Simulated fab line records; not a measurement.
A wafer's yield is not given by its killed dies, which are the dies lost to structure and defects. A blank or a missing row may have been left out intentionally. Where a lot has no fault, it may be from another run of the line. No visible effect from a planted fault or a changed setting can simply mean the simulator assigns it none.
fab line records + flow nand_harc
record:
- lots: 6
- wafers: 18
- last_day: 33
route steps=1302 shown A_CHANNEL_HOLE_D2@604 A_CHANNEL_FILL_D2@610 END@1302
lots untouched by any fault: they come from a run of this same line in which no faults occurred
start_h: hours from the record's opening day to when the first of the lot's shown wafers began + wait_h: hours from the lot's prior step to this one + " same as the row above + L1.1+2: several wafers, shown together as one row + - no value, or no start given + * or withheld: withheld + < > ~ a bound
route shown NAME@n: a module of which the file shows steps, and the number in the route of the first + usual: mean and standard deviation over wafers with no fault + same: alike in all rows + chamber/n: place in a boat + sites: readings site by site + _std_site: standard deviation of those values + _edge_site: mean of outer sites minus mean of inner sites + radius_mm: for every site, how far away it sits from the centre of the wafer + mask NAME#n: copy n + behind: the tool/chamber that last shaped the wafer + hold: reason for holding the lot/hours on hold/outcome of the hold + device: the n, p or np transistor that did not switch + end of line: at the end of the route, the tests of the same wafers + where a step has no rows: the recipe by itself + killed: not the wafer's yield, but the dies lost to structure and defects at the first sort + map: dies across one wafer; x = killed, . = not, _ = none there
set.NAME: the setting as run; set.NAME@STEP: as run at that earlier step + model.NAME: the simulator's own value behind a step, which no gauge read
certain route steps with their lots: each step a table, each wafer a row
services: from which hour (start_h, from the record's first day; less than 0 if before it) a tool's chamber was out of use, for how many hours, and why
== steps ==
step: NHARC_A_CHANNEL_HOLE_D2_STRIP_28
recipe:
- o2_flow_sccm: 500
- ar_flow_sccm: 0
- bias_w: 0
- chemistry: O2
step: NHARC_A_CHANNEL_HOLE_D2_PRECLEAN_29
recipe:
- time_s: *
- temp_c: 50
- bath_age_min: 0
- chemistry: SC1
step: NHARC_A_CHANNEL_HOLE_D2_SRD_30
step: NHARC_A_CHANNEL_HOLE_D2_CD_MEAS_31
usual:
- cd_nm: 89.7/0.9
| lot.wafer | tool      | chamber | start_h | wait_h | cd_nm |
|-----------|-----------|---------|---------|--------|-------|
| L240.1    | cd_sem-02 | -       | 284.44  | -      | 89.6  |
| L240.2    | "         | -       | "       | "      | 88.9  |
| L240.6    | "         | -       | "       | "      | 89.5  |
| L242.2    | cd_sem-03 | -       | 301.19  | -      | 91.0  |
| L242.4    | "         | -       | "       | "      | 88.9  |
| L242.6    | "         | -       | "       | "      | 89.0  |
| L249.3    | cd_sem-03 | -       | 373.46  | -      | 89.7  |
| L249.4    | "         | -       | "       | "      | 90.5  |
| L249.5    | "         | -       | "       | "      | 89.4  |
| L251.1    | cd_sem-02 | -       | 385.97  | -      | 88.6  |
| L251.3    | "         | -       | "       | "      | 90.4  |
| L251.5    | "         | -       | "       | "      | 89.0  |
| L258.3    | cd_sem-02 | -       | 457.21  | -      | 91.3  |
| L258.4    | "         | -       | "       | "      | 88.7  |
| L258.6    | "         | -       | "       | "      | 89.4  |
| L260.3    | cd_sem-03 | -       | 480.17  | -      | 90.9  |
| L260.4    | "         | -       | "       | "      | 89.1  |
| L260.5    | "         | -       | "       | "      | 88.2  |
step: NHARC_A_CHANNEL_HOLE_D2_XSEM_32
recipe:
- landing_energy_ev: 35000
usual:
- bot_cd_nm: 74.3/1.1
- bow_nm: 8.62/0.3
- tilt_deg: 0.07/0.038
| lot.wafer | tool    | chamber | start_h | wait_h | bot_cd_nm | bow_nm | tilt_deg |
|-----------|---------|---------|---------|--------|-----------|--------|----------|
| L240.1    | xsem-02 | 0       | 284.53  | 0.1    | 74.9      | 8.86   | 0.05     |
| L240.2    | "       | 0       | "       | "      | 73.9      | 8.85   | 0.05     |
| L240.6    | "       | 0       | "       | "      | 74.0      | 8.80   | 0.05     |
| L242.2    | xsem-01 | 0       | 301.27  | 0.1    | 75.4      | 8.90   | 0.09     |
| L242.4    | "       | 0       | "       | "      | 72.9      | 8.92   | 0.09     |
| L242.6    | "       | 0       | "       | "      | 74.4      | 8.97   | 0.09     |
| L249.3    | xsem-02 | 0       | 373.56  | 0.1    | 73.1      | 8.44   | 0.07     |
| L249.4    | "       | 0       | "       | "      | 73.4      | 8.41   | 0.07     |
| L249.5    | "       | 0       | "       | "      | 72.6      | 8.37   | 0.07     |
| L251.1    | xsem-01 | 0       | 386.05  | 0.1    | 72.9      | 8.68   | 0.10     |
| L251.3    | "       | 0       | "       | "      | 74.5      | 8.68   | 0.10     |
| L251.5    | "       | 0       | "       | "      | 74.2      | 8.66   | 0.10     |
| L258.3    | xsem-01 | 0       | 457.30  | 0.1    | 76.3      | 8.73   | 0.05     |
| L258.4    | "       | 0       | "       | "      | 73.7      | 8.67   | 0.05     |
| L258.6    | "       | 0       | "       | "      | 74.9      | 8.65   | 0.05     |
| L260.3    | xsem-02 | 0       | 480.26  | 0.1    | 75.1      | 8.28   | 0.08     |
| L260.4    | "       | 0       | "       | "      | 74.3      | 8.39   | 0.08     |
| L260.5    | "       | 0       | "       | "      | 73.2      | 8.37   | 0.08     |
step: NHARC_A_CHANNEL_HOLE_D2_INSPECT_40
usual:
- raw_defect_count: 279/88
| lot.wafer | tool              | chamber | start_h | wait_h | raw_defect_count |
|-----------|-------------------|---------|---------|--------|------------------|
| L240.1    | defect_inspect-01 | -       | 284.63  | -      | 296              |
| L240.2    | "                 | -       | "       | "      | 488              |
| L240.6    | "                 | -       | "       | "      | 423              |
| L242.2    | defect_inspect-01 | -       | 301.37  | -      | 211              |
| L242.4    | "                 | -       | "       | "      | 258              |
| L242.6    | "                 | -       | "       | "      | 206              |
| L249.3    | defect_inspect-02 | -       | 373.65  | -      | 287              |
| L249.4    | "                 | -       | "       | "      | 274              |
| L249.5    | "                 | -       | "       | "      | 210              |
| L251.1    | defect_inspect-02 | -       | 386.15  | -      | 237              |
| L251.3    | "                 | -       | "       | "      | 381              |
| L251.5    | "                 | -       | "       | "      | 283              |
| L258.3    | defect_inspect-02 | -       | 457.40  | -      | 277              |
| L258.4    | "                 | -       | "       | "      | 375              |
| L258.6    | "                 | -       | "       | "      | 472              |
| L260.3    | defect_inspect-01 | -       | 480.35  | -      | 269              |
| L260.4    | "                 | -       | "       | "      | 287              |
| L260.5    | "                 | -       | "       | "      | 199              |
step: NHARC_A_CHANNEL_FILL_D2_PRECLEAN_00
recipe:
- time_s: *
- temp_c: 50
- bath_age_min: 0
- chemistry: SC1
step: NHARC_A_CHANNEL_FILL_D2_SRD_01
step: NHARC_A_CHANNEL_FILL_D2_ALD_02
recipe:
- target_thk_a: 60
- pulse_time_s: 10
- ald_cycles: 60
- temp_c: 300
- material: SiO2
usual:
- ald_cycles: 60/0
- heater_power_outer_w: 255/39
- heater_power_w: 450/70
- precursor_pulse_height_rel: 1.004/0.019
| lot.wafer | tool      | chamber | start_h | wait_h | ald_cycles | heater_power_outer_w | heater_power_w | precursor_pulse_height_rel |
|-----------|-----------|---------|---------|--------|------------|----------------------|----------------|----------------------------|
| L240.2    | ald_hk-04 | 2       | 284.90  | -      | 60         | 269                  | 479            | 0.976                      |
| L240.1    | "         | 3       | "       | "      | 60         | 264                  | 454            | 1.007                      |
| L240.6    | "         | 1       | "       | "      | 60         | 328                  | 600            | 1.023                      |
| L242.2    | ald_hk-01 | 1       | 301.57  | -      | 60         | 229                  | 408            | 1.012                      |
| L242.4    | "         | 2       | "       | "      | 60         | 278                  | 501            | 1.013                      |
| L242.6    | "         | 1       | "       | "      | 60         | 228                  | 398            | 1.003                      |
| L249.3    | ald_hk-01 | 1       | 373.84  | -      | 60         | 236                  | 412            | 1.036                      |
| L249.4    | "         | 3       | "       | "      | 60         | 207                  | 405            | 1.014                      |
| L249.5    | "         | 1       | "       | "      | 60         | 239                  | 408            | 1.008                      |
| L251.3    | ald_hk-04 | 0       | 386.35  | -      | 60         | 230                  | 420            | 1.002                      |
| L251.1    | "         | 2       | "       | "      | 60         | 276                  | 465            | 0.978                      |
| L251.5    | "         | 1       | "       | "      | 60         | 329                  | 591            | 1.006                      |
| L258.3    | ald_hk-04 | 2       | 457.98  | -      | 60         | 281                  | 484            | 1.022                      |
| L258.4    | "         | 3       | "       | "      | 60         | 267                  | 462            | 0.990                      |
| L258.6    | "         | 1       | "       | "      | 60         | 344                  | 623            | 0.976                      |
| L260.3    | ald_hk-04 | 1       | 480.62  | -      | 60         | 337                  | 643            | 0.981                      |
| L260.4    | "         | 2       | "       | "      | 60         | 282                  | 492            | 0.984                      |
| L260.5    | "         | 0       | "       | "      | 60         | 236                  | 422            | 0.991                      |
step: NHARC_A_CHANNEL_FILL_D2_ALD_03
recipe:
- target_thk_a: 60
- pulse_time_s: 60
- ald_cycles: 58
- temp_c: 630
- pressure_torr: 2
- material: SiNx
usual:
- ald_cycles: 58/0
- precursor_pulse_height_rel: 0.997/0.019
| lot.wafer | tool             | chamber | start_h | wait_h | ald_cycles | precursor_pulse_height_rel |
|-----------|------------------|---------|---------|--------|------------|----------------------------|
| L240.1    | ald_sin_batch-03 | 0       | -       | -      | 58         | 0.972                      |
| L240.2    | "                | 0       | "       | "      | 58         | 0.987                      |
| L240.6    | "                | 0       | "       | "      | 58         | 0.993                      |
| L242.2    | ald_sin_batch-02 | 0       | -       | -      | 58         | 0.997                      |
| L242.4    | "                | 0       | "       | "      | 58         | 1.016                      |
| L242.6    | "                | 0       | "       | "      | 58         | 0.999                      |
| L249.3    | ald_sin_batch-01 | 0       | -       | -      | 58         | 1.000                      |
| L249.4    | "                | 0       | "       | "      | 58         | 0.939                      |
| L249.5    | "                | 0       | "       | "      | 58         | 0.955                      |
| L251.1    | ald_sin_batch-03 | 0       | -       | -      | 58         | 0.957                      |
| L251.3    | "                | 0       | "       | "      | 58         | 1.002                      |
| L251.5    | "                | 0       | "       | "      | 58         | 0.993                      |
| L258.3    | ald_sin_batch-01 | 0       | -       | -      | 58         | 0.994                      |
| L258.4    | "                | 0       | "       | "      | 58         | 1.037                      |
| L258.6    | "                | 0       | "       | "      | 58         | 0.995                      |
| L260.3    | ald_sin_batch-03 | 0       | -       | -      | 58         | 1.032                      |
| L260.4    | "                | 0       | "       | "      | 58         | 1.006                      |
| L260.5    | "                | 0       | "       | "      | 58         | 0.962                      |
step: NHARC_A_CHANNEL_FILL_D2_ALD_14
recipe:
- target_thk_a: 25
- pulse_time_s: 10
- ald_cycles: 25
- temp_c: 300
- material: SiO2
usual:
- ald_cycles: 25/0
- heater_power_outer_w: 258/42
- heater_power_w: 456/75
- precursor_pulse_height_rel: 1.001/0.018
| lot.wafer | tool      | chamber | start_h | wait_h | ald_cycles | heater_power_outer_w | heater_power_w | precursor_pulse_height_rel |
|-----------|-----------|---------|---------|--------|------------|----------------------|----------------|----------------------------|
| L240.1    | ald_hk-01 | 0       | 291.90  | 0.1    | 25         | 232                  | 385            | 1.009                      |
| L240.2    | "         | 1       | "       | "      | 25         | 237                  | 419            | 1.011                      |
| L240.6    | "         | 3       | "       | "      | 25         | 205                  | 399            | 0.998                      |
| L242.2    | ald_hk-03 | 1       | 308.67  | 0.1    | 25         | 235                  | 417            | 0.992                      |
| L242.4    | "         | 2       | "       | "      | 25         | 251                  | 431            | 1.013                      |
| L242.6    | "         | 1       | "       | "      | 25         | 232                  | 435            | 0.993                      |
| L249.4    | ald_hk-03 | 1       | 380.95  | 0.1    | 25         | 235                  | 448            | 1.020                      |
| L249.3    | "         | 2       | "       | "      | 25         | 260                  | 466            | 1.010                      |
| L249.5    | "         | 0       | "       | "      | 25         | 296                  | 512            | 1.019                      |
| L251.3    | ald_hk-03 | 3       | 392.38  | 0.0    | 25         | 189                  | 343            | 1.024                      |
| L251.1    | "         | 0       | "       | "      | 25         | 290                  | 491            | 1.021                      |
| L251.5    | "         | 0       | "       | "      | 25         | 296                  | 492            | 1.007                      |
| L258.3    | ald_hk-03 | 3       | 465.65  | 0.9    | 25         | 189                  | 347            | 0.990                      |
| L258.4    | "         | 0       | "       | "      | 25         | 290                  | 488            | 0.978                      |
| L258.6    | "         | 3       | "       | "      | 25         | 186                  | 342            | 0.983                      |
| L260.4    | ald_hk-03 | 3       | 487.53  | 0.0    | 25         | 193                  | 338            | 1.011                      |
| L260.3    | "         | 1       | "       | "      | 25         | 233                  | 442            | 1.031                      |
| L260.5    | "         | 3       | "       | "      | 25         | 185                  | 354            | 1.065                      |
step: NHARC_A_CHANNEL_FILL_D2_ALD_15
recipe:
- target_thk_a: 20
- pulse_time_s: 60
- ald_cycles: 19
- temp_c: 630
- pressure_torr: 2
- material: SiNx
usual:
- ald_cycles: 19/0
- precursor_pulse_height_rel: 1.001/0.02
| lot.wafer | tool             | chamber | start_h | wait_h | ald_cycles | precursor_pulse_height_rel |
|-----------|------------------|---------|---------|--------|------------|----------------------------|
| L240.1    | ald_sin_batch-02 | 0       | -       | -      | 19         | 0.977                      |
| L240.2    | "                | 0       | "       | "      | 19         | 0.999                      |
| L240.6    | "                | 0       | "       | "      | 19         | 1.004                      |
| L242.2    | ald_sin_batch-03 | 0       | 311.94  | 3.2    | 19         | 1.018                      |
| L242.4    | "                | 0       | "       | "      | 19         | 1.004                      |
| L242.6    | "                | 0       | "       | "      | 19         | 0.999                      |
| L249.3    | ald_sin_batch-01 | 0       | -       | -      | 19         | 0.996                      |
| L249.4    | "                | 0       | "       | "      | 19         | 1.001                      |
| L249.5    | "                | 0       | "       | "      | 19         | 1.042                      |
| L251.1    | ald_sin_batch-02 | 0       | -       | -      | 19         | 1.027                      |
| L251.3    | "                | 0       | "       | "      | 19         | 0.991                      |
| L251.5    | "                | 0       | "       | "      | 19         | 1.004                      |
| L258.3    | ald_sin_batch-01 | 0       | -       | -      | 19         | 0.994                      |
| L258.4    | "                | 0       | "       | "      | 19         | 1.023                      |
| L258.6    | "                | 0       | "       | "      | 19         | 0.982                      |
| L260.3    | ald_sin_batch-02 | 0       | -       | -      | 19         | 0.966                      |
| L260.4    | "                | 0       | "       | "      | 19         | 0.994                      |
| L260.5    | "                | 0       | "       | "      | 19         | 0.976                      |
step: NHARC_A_CHANNEL_FILL_D2_ALD_16
recipe:
- target_thk_a: 15
- pulse_time_s: 10
- ald_cycles: 15
- temp_c: 300
- material: SiO2
usual:
- ald_cycles: 15/0
- heater_power_outer_w: 262/38
- heater_power_w: 464/71
- precursor_pulse_height_rel: 1.002/0.018
| lot.wafer | tool      | chamber | start_h | wait_h | ald_cycles | heater_power_outer_w | heater_power_w | precursor_pulse_height_rel |
|-----------|-----------|---------|---------|--------|------------|----------------------|----------------|----------------------------|
| L240.1    | ald_hk-03 | 3       | 297.07  | 0.1    | 15         | 192                  | 345            | 1.008                      |
| L240.2    | "         | 0       | "       | "      | 15         | 327                  | 536            | 0.982                      |
| L240.6    | "         | 2       | "       | "      | 15         | 249                  | 437            | 1.010                      |
| L242.4    | ald_hk-04 | 3       | 313.98  | 0.0    | 15         | 264                  | 456            | 1.002                      |
| L242.2    | "         | 1       | "       | "      | 15         | 336                  | 613            | 0.998                      |
| L242.6    | "         | 3       | "       | "      | 15         | 262                  | 456            | 1.048                      |
| L249.3    | ald_hk-04 | 2       | 386.03  | 0.0    | 15         | 272                  | 482            | 1.012                      |
| L249.4    | "         | 3       | "       | "      | 17         | 257                  | 451            | 1.000                      |
| L249.5    | "         | 2       | "       | "      | 17         | 277                  | 473            | 1.003                      |
| L251.3    | ald_hk-04 | 3       | 397.71  | 0.2    | 15         | 266                  | 452            | 1.020                      |
| L251.1    | "         | 0       | "       | "      | 17         | 232                  | 408            | 0.974                      |
| L251.5    | "         | 0       | "       | "      | 17         | 224                  | 407            | 1.025                      |
| L258.4    | ald_hk-04 | 3       | 470.82  | 0.0    | 15         | 261                  | 468            | 0.989                      |
| L258.3    | "         | 1       | "       | "      | 15         | 338                  | 631            | 0.980                      |
| L258.6    | "         | 0       | "       | "      | 15         | 239                  | 414            | 1.006                      |
| L260.3    | ald_hk-04 | 3       | 492.74  | 0.0    | 15         | 263                  | 455            | 1.002                      |
| L260.4    | "         | 1       | "       | "      | 15         | 339                  | 630            | 0.972                      |
| L260.5    | "         | 3       | "       | "      | 15         | 266                  | 463            | 1.012                      |
step: NHARC_A_CHANNEL_FILL_D2_ANNEAL_17
recipe:
- temp_c: 850
- time_s: 1800
step: NHARC_END_SORT_01
recipe:
- temp_c: 25
usual:
- killed_at_array: 47/14
- killed_at_other: 0.5/0.72
- killed_at_periphery: 4/3.1
- killed_dies: 52/15
- killed_open: 3.2/1.9
- killed_short: 2.4/1.7
same:
- gross_dies: 677
| lot.wafer | tool      | chamber | start_h | wait_h | killed_at_array | killed_at_other | killed_at_periphery | killed_dies | killed_open | killed_short |
|-----------|-----------|---------|---------|--------|-----------------|-----------------|---------------------|-------------|-------------|--------------|
| L240.1    | prober-02 | 0       | 552.16  | 2.5    | 66              | 2               | 5                   | 73          | 4           | 4            |
| L240.2    | prober-02 | 0       | 552.96  | 2.8    | 63              | 0               | 5                   | 68          | 4           | 3            |
| L240.6    | prober-02 | 0       | 556.14  | 4.0    | 47              | 1               | 7                   | 55          | 8           | 3            |
| L249.3    | prober-01 | 0       | 744.64  | 3.1    | 56              | 0               | 2                   | 58          | 3           | 1            |
| L249.4    | prober-01 | 0       | 745.46  | 3.4    | 49              | 0               | 0                   | 49          | 0           | 2            |
| L249.5    | prober-01 | 0       | 746.28  | 3.8    | 54              | 0               | 2                   | 56          | 7           | 0            |
| L258.3    | prober-02 | 0       | 778.21  | 3.1    | 49              | 1               | 7                   | 57          | 2           | 1            |
| L258.4    | prober-02 | 0       | 779.01  | 3.4    | 44              | 0               | 3                   | 47          | 3           | 2            |
| L258.6    | prober-02 | 0       | 780.61  | 4.0    | 53              | 0               | 4                   | 57          | 4           | 5            |
| L260.3    | prober-01 | 0       | 791.49  | 3.1    | 29              | 1               | 0                   | 30          | 0           | 2            |
| L260.4    | prober-01 | 0       | 792.29  | 3.4    | 51              | 1               | 3                   | 55          | 5           | 5            |
| L260.5    | prober-01 | 0       | 793.09  | 3.7    | 34              | 0               | 2                   | 36          | 4           | 0            |
killed by level:class
L240.1 A_CHANNEL_HOLE_D2:chamber_film_flake=34 A_SLIT:chamber_film_flake=11 A_STAIRCASE:chamber_film_flake=9 A_CONTACT:chamber_film_flake=4 A_CHANNEL_HOLE_D1:geometric_particle:short=2 P_CONTACT:geometric_particle:short=1 P_CONTACT:geometric_particle:open=1 A_SGD_CUT:geometric_particle:open=1
L240.2 A_SLIT:chamber_film_flake=24 A_CHANNEL_HOLE_D2:chamber_film_flake=22 A_CHANNEL_HOLE_D1:chamber_film_flake=3 A_STAIRCASE:chamber_film_flake=3 P_M0:geometric_particle:open=2 A_WL_FILL:geometric_particle:short=2 P_GATE:chamber_film_flake=2 A_CHANNEL_FILL_D2:chamber_film_flake=2
L240.6 A_CHANNEL_HOLE_D2:chamber_film_flake=19 A_SLIT:chamber_film_flake=8 A_STAIRCASE:chamber_film_flake=4 A_CONTACT:chamber_film_flake=4 P_GATE:chamber_film_flake=3 A_ONON_D1:geometric_particle:open=2 A_BLC:geometric_particle:open=2 P_M0:chamber_film_flake=2
L249.3 A_CHANNEL_HOLE_D1:chamber_film_flake=30 A_CHANNEL_HOLE_D2:chamber_film_flake=14 A_CONTACT:chamber_film_flake=3 A_STAIRCASE:chamber_film_flake=2 A_SLIT:chamber_film_flake=2 P_M0:geometric_particle:short=1 A_SOURCE_PLATE:geometric_particle:open=1 A_BLC:geometric_particle:open=1
L249.4 A_CHANNEL_HOLE_D1:chamber_film_flake=30 A_CHANNEL_HOLE_D2:chamber_film_flake=7 A_WL_FILL:chamber_film_flake=4 A_DECK1_JOINT:geometric_particle:short=2 A_ZERO_WELL:chamber_film_flake=2 A_CONTACT:chamber_film_flake=2 A_DECK1_JOINT:chamber_film_flake=1 A_M1:chamber_film_flake=1
L249.5 A_CHANNEL_HOLE_D1:chamber_film_flake=26 A_WL_FILL:chamber_film_flake=5 A_CHANNEL_HOLE_D2:chamber_film_flake=4 A_STAIRCASE:chamber_film_flake=4 A_CONTACT:chamber_film_flake=4 A_CHANNEL_HOLE_D2:geometric_particle:open=2 A_ZERO_WELL:chamber_film_flake=2 A_M1:chamber_film_flake=2
L258.3 A_CHANNEL_HOLE_D1:chamber_film_flake=35 P_GATE:chamber_film_flake=5 A_STAIRCASE:chamber_film_flake=4 A_CONTACT:chamber_film_flake=3 A_SLIT:chamber_film_flake=2 P_CONTACT:geometric_particle:open=1 P_M0:geometric_particle:open=1 A_CHANNEL_FILL_D2:geometric_particle:short=1
L258.4 A_CHANNEL_HOLE_D1:chamber_film_flake=20 A_SLIT:chamber_film_flake=6 A_STAIRCASE:chamber_film_flake=6 P_GATE:chamber_film_flake=3 A_DECK1_JOINT:chamber_film_flake=2 A_CHANNEL_FILL_D1:chamber_film_flake=2 A_WL_FILL:chamber_film_flake=2 A_CHANNEL_FILL_D1:geometric_particle:open=1
L258.6 A_CHANNEL_HOLE_D1:chamber_film_flake=24 A_STAIRCASE:chamber_film_flake=8 P_GATE:chamber_film_flake=4 A_SLIT:chamber_film_flake=4 A_BLC:chamber_film_flake=3 A_CHANNEL_FILL_D2:geometric_particle:short=2 A_CONTACT:chamber_film_flake=2 A_SOURCE_PLATE:geometric_particle:short=1
L260.3 A_CHANNEL_HOLE_D2:chamber_film_flake=8 A_CONTACT:chamber_film_flake=7 A_CHANNEL_HOLE_D1:chamber_film_flake=6 A_SLIT:chamber_film_flake=4 A_STAIRCASE:chamber_film_flake=2 A_M0:geometric_particle:short=1 STARTING-WAFER:geometric_particle:short=1 A_CHANNEL_FILL_D1:chamber_film_flake=1
L260.4 A_CHANNEL_HOLE_D2:chamber_film_flake=19 A_CHANNEL_HOLE_D1:chamber_film_flake=8 A_SLIT:chamber_film_flake=7 A_STAIRCASE:chamber_film_flake=4 P_STI:chamber_film_flake=3 A_CONTACT:chamber_film_flake=3 A_SOURCE_PLATE:geometric_particle:short=1 A_ONON_D1:geometric_particle:open=1
L260.5 A_CHANNEL_HOLE_D2:chamber_film_flake=10 A_SLIT:chamber_film_flake=7 A_CHANNEL_HOLE_D1:chamber_film_flake=5 A_CONTACT:chamber_film_flake=4 A_STAIRCASE:chamber_film_flake=3 P_GATE:chamber_film_flake=2 A_CHANNEL_HOLE_D1:geometric_particle:open=1 A_CHANNEL_FILL_D1:geometric_particle:open=1
== services ==
| tool             | chamber | start_h | hours | kind       |
|------------------|---------|---------|-------|------------|
| ald_hk-01        | -       | 278.94  | 10.0  | pm         |
| ald_hk-01        | 0       | 278.94  | 10.0  | vent_cycle |
| ald_sin_batch-03 | -       | 349.84  | 6.7   | repair     |
| xsem-01          | -       | 350.00  | 14.0  | pm         |
| ald_hk-03        | 0       | 369.69  | 10.0  | vent_cycle |
| ald_hk-03        | 3       | 369.69  | 10.0  | vent_cycle |
| ald_hk-03        | 0       | 379.69  | -     | clean      |
| ald_hk-03        | 1       | 379.69  | -     | clean      |
| ald_hk-03        | 2       | 379.69  | -     | clean      |
| ald_hk-03        | 3       | 379.69  | -     | clean      |
| ald_hk-04        | -       | 415.76  | 10.0  | pm         |
| ald_hk-04        | 0       | 415.76  | 10.0  | vent_cycle |
| ald_hk-04        | 1       | 415.76  | 10.0  | vent_cycle |
| ald_hk-04        | 2       | 415.76  | 10.0  | vent_cycle |
| ald_hk-04        | 3       | 415.76  | 10.0  | vent_cycle |
| ald_sin_batch-02 | -       | 423.89  | 8.1   | repair     |
| ald_hk-04        | 0       | 425.76  | -     | clean      |
| ald_hk-04        | 1       | 425.76  | -     | clean      |
| ald_hk-04        | 2       | 425.76  | -     | clean      |
| ald_hk-04        | 3       | 425.76  | -     | clean      |
| ald_sin_batch-02 | -       | 449.11  | 34.8  | repair     |
| ald_hk-01        | -       | 456.94  | 10.0  | pm         |
| ald_sin_batch-01 | -       | 478.15  | 6.7   | repair     |
| ald_sin_batch-01 | -       | 484.88  | 26.0  | pm         |
== key ==
first_sign:
- step: NHARC_A_CHANNEL_FILL_D2_ALD_16
- reading: ald_cycles
- direction: up
- sigmas: 99+
- usual: 15
- struck: 17
effect none on later readings
met_at NHARC_A_CHANNEL_FILL_D2_ALD_16
struck_wafers L249.4,L249.5,L251.1,L251.5
tester_left_out L249,L251
onset_between 313.98 386.03
fault:
- kind: process_parameter_drift
- tool: ald_hk-04
- chamber: -
- onset_h: 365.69
- steps: NHARC_A_CHANNEL_FILL_D2_ALD_16
- channel: ald_cycles
- offset: 2
- shape: step
- end_h: 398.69
- scope: struck_wafers_only
- acts_in: these_recipes_only
- stated: 15
tester_left_out: of these lots the tester's yield and bins aren't shown, on N5 and GAA mostly nor the transistor test; their killed dies are dies lost to structure and defects alone, not to doping, threshold or leakage, so they don't give the yield
